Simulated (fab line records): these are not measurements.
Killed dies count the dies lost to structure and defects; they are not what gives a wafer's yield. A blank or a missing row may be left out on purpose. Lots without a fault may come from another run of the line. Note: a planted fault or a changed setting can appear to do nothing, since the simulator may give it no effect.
Which tool was responsible? :: flow nandHarc :: Sampling: 24 lots, 72 wafers, 6 of 1159 route steps

WHAT THE GAUGES READ, wafer by wafer
NHARC_A_BONDPAD_THK_MEAS_30: measures by ellipsometry.
lot: L074
measured: day 17 17:53
on: filmMetro-01
thkNm (nm): 198.5 198.8 202.1

lot: L077
measured: day 18 03:35
on: filmMetro-01
thkNm (nm): 201.3 198.7 199.3

lot: L075
measured: day 18 04:43
on: filmMetro-02
thkNm (nm): 199.0 200.6 197.8

lot: L079
measured: day 18 05:56
on: filmMetro-01
thkNm (nm): 201.9 200.2 200.1

lot: L078
measured: day 18 09:02
on: filmMetro-01
thkNm (nm): 200.3 201.0 202.8

lot: L076
measured: day 18 11:08
on: filmMetro-01
thkNm (nm): 198.8 201.6 199.4

lot: L080
measured: day 19 09:39
on: filmMetro-02
thkNm (nm): 199.5 200.2 200.1

lot: L082
measured: day 19 19:31
on: filmMetro-01
thkNm (nm): 203.1 201.5 200.8

lot: L081
measured: day 19 22:44
on: filmMetro-02
thkNm (nm): 201.8 197.9 199.1

lot: L083
measured: day 20 08:37
on: filmMetro-01
thkNm (nm): 202.1 202.7 198.7

lot: L086
measured: day 20 15:29
on: filmMetro-01
thkNm (nm): 198.9 201.2 202.1

lot: L084
measured: day 20 18:43
on: filmMetro-01
thkNm (nm): 200.0 200.4 199.1

lot: L085
measured: day 20 19:21
on: filmMetro-01
thkNm (nm): 199.4 201.7 199.1

lot: L089
measured: day 21 20:43
on: filmMetro-01
thkNm (nm): 201.8 201.8 201.2

lot: L087
measured: day 21 21:22
on: filmMetro-01
thkNm (nm): 198.3 199.7 200.1

lot: L091
measured: day 21 22:43
on: filmMetro-02
thkNm (nm): 201.1 203.1 199.5

lot: L090
measured: day 22 03:53
on: filmMetro-02
thkNm (nm): 201.3 200.5 201.3

lot: L088
measured: day 22 04:12
on: filmMetro-01
thkNm (nm): 200.3 201.6 203.9

lot: L093
measured: day 22 14:16
on: filmMetro-01
thkNm (nm): 198.5 199.4 201.0

lot: L095
measured: day 22 13:40
on: filmMetro-02
thkNm (nm): 202.3 200.3 200.9

lot: L094
measured: day 22 14:24
on: filmMetro-01
thkNm (nm): 201.5 200.5 199.8

lot: L092
measured: day 23 01:02
on: filmMetro-02
thkNm (nm): 199.5 199.0 199.6

lot: L097
measured: day 23 08:00
on: filmMetro-01
thkNm (nm): 200.0 197.1 199.6

lot: L096
measured: day 23 15:46
on: filmMetro-01
thkNm (nm): 200.1 200.8 199.1

TOOL THAT RAN EACH LOT (tool first, then ch and the chambers of the sampled wafers, then the start)
lot: L074
NHARC_A_CONTACT_DEP_29: pecvd-01 ch 0,1, day 16 01:41
NHARC_A_CONTACT_ETCH_120: harCapEtch-01 ch 0,1, day 16 05:05
NHARC_A_CONTACT_STRIP_55: rieDiel-06 ch 1,2,3, day 16 12:20 or earlier
NHARC_A_CONTACT_ETCH_132: harCapEtch-01 ch 0,1, day 16 12:20
NHARC_A_M1_PVD_20: pvdSputter-01, day 17 17:53 or earlier

lot: L077
NHARC_A_CONTACT_DEP_29: pecvd-02 ch 0,1,2, day 16 14:35
NHARC_A_CONTACT_ETCH_120: harCapEtch-03 ch 0,1, day 16 17:44
NHARC_A_CONTACT_STRIP_55: rieDiel-13 ch 1,2,3, day 17 01:34 or earlier
NHARC_A_CONTACT_ETCH_132: harCapEtch-01 ch 0,1, day 17 01:34
NHARC_A_M1_PVD_20: pvdSputter-01, day 18 03:35 or earlier

lot: L075
NHARC_A_CONTACT_DEP_29: pecvd-04 ch 0,1,2, day 16 14:54
NHARC_A_CONTACT_ETCH_120: harCapEtch-01 ch 0,1, day 16 17:59
NHARC_A_CONTACT_STRIP_55: rieDiel-06 ch 0,1,3, day 17 02:10 or earlier
NHARC_A_CONTACT_ETCH_132: harCapEtch-02 ch 0,1, day 17 02:10
NHARC_A_M1_PVD_20: pvdSputter-03, day 18 04:43 or earlier

lot: L079
NHARC_A_CONTACT_DEP_29: pecvd-01 ch 0,1,2, day 16 18:40
NHARC_A_CONTACT_ETCH_120: harCapEtch-03 ch 0,1, day 16 21:50
NHARC_A_CONTACT_STRIP_55: rieDiel-06 ch 1,2,3, day 17 05:05 or earlier
NHARC_A_CONTACT_ETCH_132: harCapEtch-03 ch 0,1, day 17 05:05
NHARC_A_M1_PVD_20: pvdSputter-01, day 18 05:56 or earlier

lot: L078
NHARC_A_CONTACT_DEP_29: pecvd-02 ch 1,2, day 16 19:01
NHARC_A_CONTACT_ETCH_120: harCapEtch-01 ch 0,1, day 16 22:17
NHARC_A_CONTACT_STRIP_55: rieDiel-13 ch 0,1,3, day 17 05:44 or earlier
NHARC_A_CONTACT_ETCH_132: harCapEtch-01 ch 0,1, day 17 05:44
NHARC_A_M1_PVD_20: pvdSputter-02, day 18 09:02 or earlier

lot: L076
NHARC_A_CONTACT_DEP_29: pecvd-01 ch 0,1, day 16 22:04
NHARC_A_CONTACT_ETCH_120: harCapEtch-03 ch 0,1, day 17 01:04
NHARC_A_CONTACT_STRIP_55: rieDiel-05 ch 1,2, day 17 08:03 or earlier
NHARC_A_CONTACT_ETCH_132: harCapEtch-02 ch 0, day 17 08:03
NHARC_A_M1_PVD_20: pvdSputter-02, day 18 11:08 or earlier

lot: L080
NHARC_A_CONTACT_DEP_29: pecvd-04 ch 0,2, day 17 21:26
NHARC_A_CONTACT_ETCH_120: harCapEtch-02 ch 0,1, day 18 00:31
NHARC_A_CONTACT_STRIP_55: rieDiel-06 ch 2,3, day 18 10:03 or earlier
NHARC_A_CONTACT_ETCH_132: harCapEtch-03 ch 0,1, day 18 10:03
NHARC_A_M1_PVD_20: pvdSputter-03, day 19 09:39 or earlier

lot: L082
NHARC_A_CONTACT_DEP_29: pecvd-01 ch 0,1,2, day 18 07:16
NHARC_A_CONTACT_ETCH_120: harCapEtch-01 ch 0,1, day 18 10:40
NHARC_A_CONTACT_STRIP_55: rieDiel-13 ch 0,3, day 18 18:52 or earlier
NHARC_A_CONTACT_ETCH_132: harCapEtch-02 ch 0,1, day 18 18:52
NHARC_A_M1_PVD_20: pvdSputter-01, day 19 19:31 or earlier

lot: L081
NHARC_A_CONTACT_DEP_29: pecvd-04 ch 0,2, day 18 10:49
NHARC_A_CONTACT_ETCH_120: harCapEtch-02 ch 0,1, day 18 13:52
NHARC_A_CONTACT_STRIP_55: rieDiel-05 ch 0,1,2, day 18 21:49 or earlier
NHARC_A_CONTACT_ETCH_132: harCapEtch-01 ch 0,1, day 18 21:49
NHARC_A_M1_PVD_20: pvdSputter-02, day 19 22:44 or earlier

lot: L083
NHARC_A_CONTACT_DEP_29: pecvd-04 ch 0,1,2, day 18 13:43
NHARC_A_CONTACT_ETCH_120: harCapEtch-03 ch 0,1, day 18 16:46
NHARC_A_CONTACT_STRIP_55: rieDiel-05 ch 0,1, day 19 02:07 or earlier
NHARC_A_CONTACT_ETCH_132: harCapEtch-01 ch 0,1, day 19 02:07
NHARC_A_M1_PVD_20: pvdSputter-01, day 20 08:37 or earlier

lot: L086
NHARC_A_CONTACT_DEP_29: pecvd-02 ch 0,1, day 18 19:56
NHARC_A_CONTACT_ETCH_120: harCapEtch-03 ch 0,1, day 18 23:02
NHARC_A_CONTACT_STRIP_55: rieDiel-06 ch 0,3, day 19 10:59 or earlier
NHARC_A_CONTACT_ETCH_132: harCapEtch-03 ch 0,1, day 19 10:59
NHARC_A_M1_PVD_20: pvdSputter-03, day 20 15:29 or earlier

lot: L084
NHARC_A_CONTACT_DEP_29: pecvd-04 ch 1,2, day 18 20:46
NHARC_A_CONTACT_ETCH_120: harCapEtch-02 ch 0,1, day 18 23:53
NHARC_A_CONTACT_STRIP_55: rieDiel-06 ch 0,3, day 19 11:59 or earlier
NHARC_A_CONTACT_ETCH_132: harCapEtch-02 ch 1, day 19 11:59
NHARC_A_M1_PVD_20: pvdSputter-01, day 20 18:43 or earlier

lot: L085
NHARC_A_CONTACT_DEP_29: pecvd-01 ch 1,2, day 19 04:31
NHARC_A_CONTACT_ETCH_120: harCapEtch-01 ch 1, day 19 07:31
NHARC_A_CONTACT_STRIP_55: rieDiel-13 ch 2,3, day 19 14:38 or earlier
NHARC_A_CONTACT_ETCH_132: harCapEtch-03 ch 0,1, day 19 14:38
NHARC_A_M1_PVD_20: pvdSputter-02, day 20 19:21 or earlier

lot: L089
NHARC_A_CONTACT_DEP_29: pecvd-04 ch 0,1, day 20 01:55
NHARC_A_CONTACT_ETCH_120: harCapEtch-01 ch 0,1, day 20 04:51
NHARC_A_CONTACT_STRIP_55: rieDiel-06 ch 0,1,2, day 20 15:10 or earlier
NHARC_A_CONTACT_ETCH_132: harCapEtch-02 ch 0,1, day 20 15:10
NHARC_A_M1_PVD_20: pvdSputter-03, day 21 20:43 or earlier

lot: L087
NHARC_A_CONTACT_DEP_29: pecvd-01 ch 1,2, day 20 03:42
NHARC_A_CONTACT_ETCH_120: harCapEtch-02 ch 1, day 20 06:54
NHARC_A_CONTACT_STRIP_55: rieDiel-06 ch 2,3, day 20 15:22 or earlier
NHARC_A_CONTACT_ETCH_132: harCapEtch-03 ch 0,1, day 20 15:22
NHARC_A_M1_PVD_20: pvdSputter-01, day 21 21:22 or earlier

lot: L091
NHARC_A_CONTACT_DEP_29: pecvd-04 ch 0,1, day 20 07:58
NHARC_A_CONTACT_ETCH_120: harCapEtch-03 ch 0,1, day 20 11:05
NHARC_A_CONTACT_STRIP_55: rieDiel-06 ch 0,1,3, day 20 18:49 or earlier
NHARC_A_CONTACT_ETCH_132: harCapEtch-02 ch 0,1, day 20 18:49
NHARC_A_M1_PVD_20: pvdSputter-02, day 21 22:43 or earlier

lot: L090
NHARC_A_CONTACT_DEP_29: pecvd-02 ch 0,1,2, day 20 10:08
NHARC_A_CONTACT_ETCH_120: harCapEtch-01 ch 0,1, day 20 13:13
NHARC_A_CONTACT_STRIP_55: rieDiel-06 ch 0,1,2, day 20 20:34 or earlier
NHARC_A_CONTACT_ETCH_132: harCapEtch-03 ch 0,1, day 20 20:34
NHARC_A_M1_PVD_20: pvdSputter-01, day 22 03:53 or earlier

lot: L088
NHARC_A_CONTACT_DEP_29: pecvd-01 ch 1,2, day 20 13:58
NHARC_A_CONTACT_ETCH_120: harCapEtch-01 ch 0,1, day 20 17:05
NHARC_A_CONTACT_STRIP_55: rieDiel-06 ch 0,1, day 21 01:50 or earlier
NHARC_A_CONTACT_ETCH_132: harCapEtch-02 ch 0,1, day 21 01:50
NHARC_A_M1_PVD_20: pvdSputter-02, day 22 04:12 or earlier

lot: L093
NHARC_A_CONTACT_DEP_29: pecvd-02 ch 0,1,2, day 20 17:49
NHARC_A_CONTACT_ETCH_120: harCapEtch-01 ch 0,1, day 20 20:47
NHARC_A_CONTACT_STRIP_55: rieDiel-13 ch 1,2,3, day 21 06:50 or earlier
NHARC_A_CONTACT_ETCH_132: harCapEtch-02 ch 0,1, day 21 06:50
NHARC_A_M1_PVD_20: pvdSputter-03, day 22 14:16 or earlier

lot: L095
NHARC_A_CONTACT_DEP_29: pecvd-01 ch 1,2, day 20 19:01
NHARC_A_CONTACT_ETCH_120: harCapEtch-02 ch 0,1, day 20 22:14
NHARC_A_CONTACT_STRIP_55: rieDiel-06 ch 0,2, day 21 09:01 or earlier
NHARC_A_CONTACT_ETCH_132: harCapEtch-03 ch 0,1, day 21 09:01
NHARC_A_M1_PVD_20: pvdSputter-02, day 22 13:40 or earlier

lot: L094
NHARC_A_CONTACT_DEP_29: pecvd-04 ch 0,2, day 21 00:53
NHARC_A_CONTACT_ETCH_120: harCapEtch-03 ch 0,1, day 21 04:04
NHARC_A_CONTACT_STRIP_55: rieDiel-13 ch 1,2,3, day 21 14:39 or earlier
NHARC_A_CONTACT_ETCH_132: harCapEtch-01 ch 0,1, day 21 14:39
NHARC_A_M1_PVD_20: pvdSputter-02, day 22 14:24 or earlier

lot: L092
NHARC_A_CONTACT_DEP_29: pecvd-04 ch 1,2, day 21 15:37
NHARC_A_CONTACT_ETCH_120: harCapEtch-01 ch 0,1, day 21 18:35
NHARC_A_CONTACT_STRIP_55: rieDiel-06 ch 0,3, day 22 02:27 or earlier
NHARC_A_CONTACT_ETCH_132: harCapEtch-03 ch 0,1, day 22 02:27
NHARC_A_M1_PVD_20: pvdSputter-03, day 23 01:02 or earlier

lot: L097
NHARC_A_CONTACT_DEP_29: pecvd-01 ch 0,1, day 21 21:31
NHARC_A_CONTACT_ETCH_120: harCapEtch-02 ch 0,1, day 22 00:37
NHARC_A_CONTACT_STRIP_55: rieDiel-13 ch 0,1,2, day 22 07:42 or earlier
NHARC_A_CONTACT_ETCH_132: harCapEtch-03 ch 0,1, day 22 07:42
NHARC_A_M1_PVD_20: pvdSputter-03, day 23 08:00 or earlier

lot: L096
NHARC_A_CONTACT_DEP_29: pecvd-01 ch 1,2, day 21 22:21
NHARC_A_CONTACT_ETCH_120: harCapEtch-01 ch 0,1, day 22 01:28
NHARC_A_CONTACT_STRIP_55: rieDiel-13 ch 1,2, day 22 09:38 or earlier
NHARC_A_CONTACT_ETCH_132: harCapEtch-02 ch 0,1, day 22 09:38
NHARC_A_M1_PVD_20: pvdSputter-01, day 23 15:46 or earlier
- NHARC_A_CONTACT_DEP_29: deposits SiON, target thk 70 nm.
- NHARC_A_CONTACT_ETCH_120: etches the open film in C4F8/O2/Ar, time 94 s, target depth 922 nm.
- NHARC_A_CONTACT_STRIP_55: strips in O2.
- NHARC_A_CONTACT_ETCH_132: etches the open film in C4F8/O2/Ar, time 156 s, target depth 958 nm.
- NHARC_A_M1_PVD_20: deposits TaN, target thk 5 nm, time 8.06 s.

AS READ BY THE TOOLS THEMSELVES (means over the sampled wafers that have a number; for cases with no such wafer, the mark the record gives instead)
NHARC_A_CONTACT_DEP_29.
lot: L074
tool: pecvd-01
heaterPowerW (W): 743

lot: L077
tool: pecvd-02
heaterPowerW (W): 808

lot: L075
tool: pecvd-04
heaterPowerW (W): 665

lot: L079
tool: pecvd-01
heaterPowerW (W): 805

lot: L078
tool: pecvd-02
heaterPowerW (W): 784

lot: L076
tool: pecvd-01
heaterPowerW (W): 840

lot: L080
tool: pecvd-04
heaterPowerW (W): 650

lot: L082
tool: pecvd-01
heaterPowerW (W): 750

lot: L081
tool: pecvd-04
heaterPowerW (W): 621

lot: L083
tool: pecvd-04
heaterPowerW (W): 689

lot: L086
tool: pecvd-02
heaterPowerW (W): 791

lot: L084
tool: pecvd-04
heaterPowerW (W): 632

lot: L085
tool: pecvd-01
heaterPowerW (W): 831

lot: L089
tool: pecvd-04
heaterPowerW (W): 730

lot: L087
tool: pecvd-01
heaterPowerW (W): 814

lot: L091
tool: pecvd-04
heaterPowerW (W): 742

lot: L090
tool: pecvd-02
heaterPowerW (W): 784

lot: L088
tool: pecvd-01
heaterPowerW (W): 761

lot: L093
tool: pecvd-02
heaterPowerW (W): 780

lot: L095
tool: pecvd-01
heaterPowerW (W): 775

lot: L094
tool: pecvd-04
heaterPowerW (W): 606

lot: L092
tool: pecvd-04
heaterPowerW (W): 716

lot: L097
tool: pecvd-01
heaterPowerW (W): 743

lot: L096
tool: pecvd-01
heaterPowerW (W): 786

NHARC_A_CONTACT_STRIP_55.
lot: L074
tool: rieDiel-06
drypumpMotorCurrentA (A): 5.7
oesProductAu (a.u.): 0.996
rfVppV (V): 57.1
showerheadPlenumPTorr (Torr): 3.56
throttleValvePct (%): 17.028

lot: L077
tool: rieDiel-13
drypumpMotorCurrentA (A): 6.2
oesProductAu (a.u.): 1.008
rfVppV (V): 57.8
showerheadPlenumPTorr (Torr): 3.53
throttleValvePct (%): 17.024

lot: L075
tool: rieDiel-06
drypumpMotorCurrentA (A): 5.8
oesProductAu (a.u.): 0.992
rfVppV (V): 57.9
showerheadPlenumPTorr (Torr): 3.48
throttleValvePct (%): 17.048

lot: L079
tool: rieDiel-06
drypumpMotorCurrentA (A): 5.7
oesProductAu (a.u.): 0.994
rfVppV (V): 57.7
showerheadPlenumPTorr (Torr): 3.55
throttleValvePct (%): 17.040

lot: L078
tool: rieDiel-13
drypumpMotorCurrentA (A): 6.2
oesProductAu (a.u.): 0.997
rfVppV (V): 57.6
showerheadPlenumPTorr (Torr): 3.61
throttleValvePct (%): 17.037

lot: L076
tool: rieDiel-05
drypumpMotorCurrentA (A): 5.7
oesProductAu (a.u.): 1.002
rfVppV (V): 57.3
showerheadPlenumPTorr (Torr): 3.58
throttleValvePct (%): 17.036

lot: L080
tool: rieDiel-06
drypumpMotorCurrentA (A): 5.6
oesProductAu (a.u.): 0.996
rfVppV (V): 58.2
showerheadPlenumPTorr (Torr): 3.68
throttleValvePct (%): 17.030

lot: L082
tool: rieDiel-13
drypumpMotorCurrentA (A): 6.1
oesProductAu (a.u.): 0.998
rfVppV (V): 59.2
showerheadPlenumPTorr (Torr): 3.73
throttleValvePct (%): 17.037

lot: L081
tool: rieDiel-05
drypumpMotorCurrentA (A): 5.9
oesProductAu (a.u.): 0.996
rfVppV (V): 58.4
showerheadPlenumPTorr (Torr): 3.64
throttleValvePct (%): 17.033

lot: L083
tool: rieDiel-05
drypumpMotorCurrentA (A): 6.0
oesProductAu (a.u.): 0.996
rfVppV (V): 58.0
showerheadPlenumPTorr (Torr): 3.69
throttleValvePct (%): 17.034

lot: L086
tool: rieDiel-06
drypumpMotorCurrentA (A): 6.2
oesProductAu (a.u.): 1.007
rfVppV (V): 58.2
showerheadPlenumPTorr (Torr): 3.61
throttleValvePct (%): 17.044

lot: L084
tool: rieDiel-06
drypumpMotorCurrentA (A): 6.2
oesProductAu (a.u.): 1.004
rfVppV (V): 57.2
showerheadPlenumPTorr (Torr): 3.61
throttleValvePct (%): 17.036

lot: L085
tool: rieDiel-13
drypumpMotorCurrentA (A): 6.0
oesProductAu (a.u.): 1.000
rfVppV (V): 58.7
showerheadPlenumPTorr (Torr): 3.56
throttleValvePct (%): 17.041

lot: L089
tool: rieDiel-06
drypumpMotorCurrentA (A): 5.2
oesProductAu (a.u.): 1.000
rfVppV (V): 57.5
showerheadPlenumPTorr (Torr): 3.48
throttleValvePct (%): 17.031

lot: L087
tool: rieDiel-06
drypumpMotorCurrentA (A): 5.6
oesProductAu (a.u.): 1.002
rfVppV (V): 58.3
showerheadPlenumPTorr (Torr): 3.68
throttleValvePct (%): 17.029

lot: L091
tool: rieDiel-06
drypumpMotorCurrentA (A): 5.8
oesProductAu (a.u.): 0.998
rfVppV (V): 58.1
showerheadPlenumPTorr (Torr): 3.48
throttleValvePct (%): 17.036

lot: L090
tool: rieDiel-06
drypumpMotorCurrentA (A): 5.2
oesProductAu (a.u.): 1.001
rfVppV (V): 58.5
showerheadPlenumPTorr (Torr): 3.48
throttleValvePct (%): 17.030

lot: L088
tool: rieDiel-06
drypumpMotorCurrentA (A): 5.3
oesProductAu (a.u.): 1.005
rfVppV (V): 58.5
showerheadPlenumPTorr (Torr): 3.41
throttleValvePct (%): 17.043

lot: L093
tool: rieDiel-13
drypumpMotorCurrentA (A): 6.2
oesProductAu (a.u.): 0.994
rfVppV (V): 58.2
showerheadPlenumPTorr (Torr): 3.52
throttleValvePct (%): 17.027

lot: L095
tool: rieDiel-06
drypumpMotorCurrentA (A): 5.1
oesProductAu (a.u.): 1.006
rfVppV (V): 58.5
showerheadPlenumPTorr (Torr): 3.61
throttleValvePct (%): 17.033

lot: L094
tool: rieDiel-13
drypumpMotorCurrentA (A): 6.1
oesProductAu (a.u.): 0.990
rfVppV (V): 58.0
showerheadPlenumPTorr (Torr): 3.51
throttleValvePct (%): 17.034

lot: L092
tool: rieDiel-06
drypumpMotorCurrentA (A): 5.8
oesProductAu (a.u.): 1.002
rfVppV (V): 58.1
showerheadPlenumPTorr (Torr): 3.54
throttleValvePct (%): 17.042

lot: L097
tool: rieDiel-13
drypumpMotorCurrentA (A): 6.0
oesProductAu (a.u.): 0.990
rfVppV (V): 57.3
showerheadPlenumPTorr (Torr): 3.56
throttleValvePct (%): 17.040

lot: L096
tool: rieDiel-13
drypumpMotorCurrentA (A): 6.0
oesProductAu (a.u.): 1.002
rfVppV (V): 57.9
showerheadPlenumPTorr (Torr): 3.48
throttleValvePct (%): 17.044

NHARC_A_M1_PVD_20.
lot: L074
tool: pvdSputter-01
cathodeDcPowerW (W): 14999
throttleValvePct (%): 30.8

lot: L077
tool: pvdSputter-01
cathodeDcPowerW (W): 15001
throttleValvePct (%): 30.5

lot: L075
tool: pvdSputter-03
cathodeDcPowerW (W): 14999
throttleValvePct (%): 29.7

lot: L079
tool: pvdSputter-01
cathodeDcPowerW (W): 15003
throttleValvePct (%): 30.7

lot: L078
tool: pvdSputter-02
cathodeDcPowerW (W): 15000
throttleValvePct (%): 29.6

lot: L076
tool: pvdSputter-02
cathodeDcPowerW (W): 15000
throttleValvePct (%): 29.7

lot: L080
tool: pvdSputter-03
cathodeDcPowerW (W): 14995
throttleValvePct (%): 29.3

lot: L082
tool: pvdSputter-01
cathodeDcPowerW (W): 15002
throttleValvePct (%): 30.9

lot: L081
tool: pvdSputter-02
cathodeDcPowerW (W): 15003
throttleValvePct (%): 30.1

lot: L083
tool: pvdSputter-01
cathodeDcPowerW (W): 14998
throttleValvePct (%): 31.0

lot: L086
tool: pvdSputter-03
cathodeDcPowerW (W): 15001
throttleValvePct (%): 29.8

lot: L084
tool: pvdSputter-01
cathodeDcPowerW (W): 15000
throttleValvePct (%): 30.5

lot: L085
tool: pvdSputter-02
cathodeDcPowerW (W): 15000
throttleValvePct (%): 29.1

lot: L089
tool: pvdSputter-03
cathodeDcPowerW (W): 15000
throttleValvePct (%): 30.5

lot: L087
tool: pvdSputter-01
cathodeDcPowerW (W): 15001
throttleValvePct (%): 31.5

lot: L091
tool: pvdSputter-02
cathodeDcPowerW (W): 15000
throttleValvePct (%): 30.5

lot: L090
tool: pvdSputter-01
cathodeDcPowerW (W): 15001
throttleValvePct (%): 31.1

lot: L088
tool: pvdSputter-02
cathodeDcPowerW (W): 15002
throttleValvePct (%): 29.2

lot: L093
tool: pvdSputter-03
cathodeDcPowerW (W): 15000
throttleValvePct (%): 30.3

lot: L095
tool: pvdSputter-02
cathodeDcPowerW (W): 15001
throttleValvePct (%): 29.3

lot: L094
tool: pvdSputter-02
cathodeDcPowerW (W): 15001
throttleValvePct (%): 29.7

lot: L092
tool: pvdSputter-03
cathodeDcPowerW (W): 15002
throttleValvePct (%): 30.4

lot: L097
tool: pvdSputter-03
cathodeDcPowerW (W): 15002
throttleValvePct (%): 31.0

lot: L096
tool: pvdSputter-01
cathodeDcPowerW (W): 14998
throttleValvePct (%): 31.0

THE ANSWER, worked out from the rows above alone
Rule: the lots themselves supply what counts as usual. Put in order of their means at a reading, lots are off if they are a third of the lots or fewer, leave a main group of 4 or more, and stand apart from it by a gap of 3 or more times the standard deviation of the main group's means; of several such gaps the widest counts. If all means in a main group match to the digits the tables above print for the reading, that group is not used. Also off: a lot with no number at a reading for which 4 or more lots have one. Where the step has rows for the other lots, those lots are counted as sound. The gauges are gone through in route order, then the tools' own readings, and for those a lot's mean is taken as printed above. At the first step where some lot is off, the reading lying furthest off is the one used; lots without a number count as furthest.
Nothing can be told from this: no lot is off at any reading shown.

WHAT THE SIMULATOR PUT IN
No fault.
